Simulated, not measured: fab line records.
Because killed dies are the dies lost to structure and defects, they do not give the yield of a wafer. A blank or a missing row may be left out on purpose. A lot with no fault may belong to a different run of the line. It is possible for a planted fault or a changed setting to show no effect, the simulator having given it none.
Which tool did it? + flow nand_harc + 11 lots (33 wafers sampled), 1 step of a 1302-step route

## WHAT EACH GAUGE READ, for each wafer
NHARC_A_CONTACT_OVL_MEAS_09.
| lot  | measured     | on         | overlay_x_nm (nm) |
|------|--------------|------------|-------------------|
| L538 | day 23 02:13 | overlay-02 | 0.7 0.2 1.0       |
| L546 | day 27 02:56 | overlay-02 | -0.6 -0.3 0.0     |
| L549 | day 27 19:34 | overlay-01 | 0.6 0.9 0.4       |
| L548 | day 27 22:05 | overlay-02 | 0.4 -0.5 -0.6     |
| L550 | day 28 19:51 | overlay-01 | -1.5 -1.0 -1.5    |
| L551 | day 28 21:43 | overlay-01 | 1.1 -0.1 0.8      |
| L553 | day 30 03:47 | overlay-02 | 0.4 0.0 0.2       |
| L554 | day 30 06:09 | overlay-02 | 1.4 1.4 0.9       |
| L552 | day 30 07:58 | overlay-01 | 0.5 0.9 0.9       |
| L555 | day 30 23:25 | overlay-01 | -0.9 -0.6 -0.4    |
| L556 | day 31 00:58 | overlay-01 | -0.4 -0.7 -0.7    |

## WHICH TOOL RAN EACH LOT (tool, then ch and the chambers of the sampled wafers, then the start)
No process step before these readings appears in the record.

## THE ANSWER, worked out from the rows above alone
Rule: the lots themselves supply what counts as usual. The widest of any qualifying gaps counts: lots, ordered by their means at a reading, are off when they make up no more than a third of the lots, leave a main group of 4 or more, and stand apart from it by 3 or more times the standard deviation of that group's means. A main group whose means are all the same, to the digits that the tables above print for the reading, isn't used. Also off: a lot with no number at a reading for which 4 or more lots have one. Any other lot the step has rows for is counted as sound.
Across all readings shown, no lot is off: no conclusion can be drawn from this.

## WHAT THE SIMULATOR PUT IN
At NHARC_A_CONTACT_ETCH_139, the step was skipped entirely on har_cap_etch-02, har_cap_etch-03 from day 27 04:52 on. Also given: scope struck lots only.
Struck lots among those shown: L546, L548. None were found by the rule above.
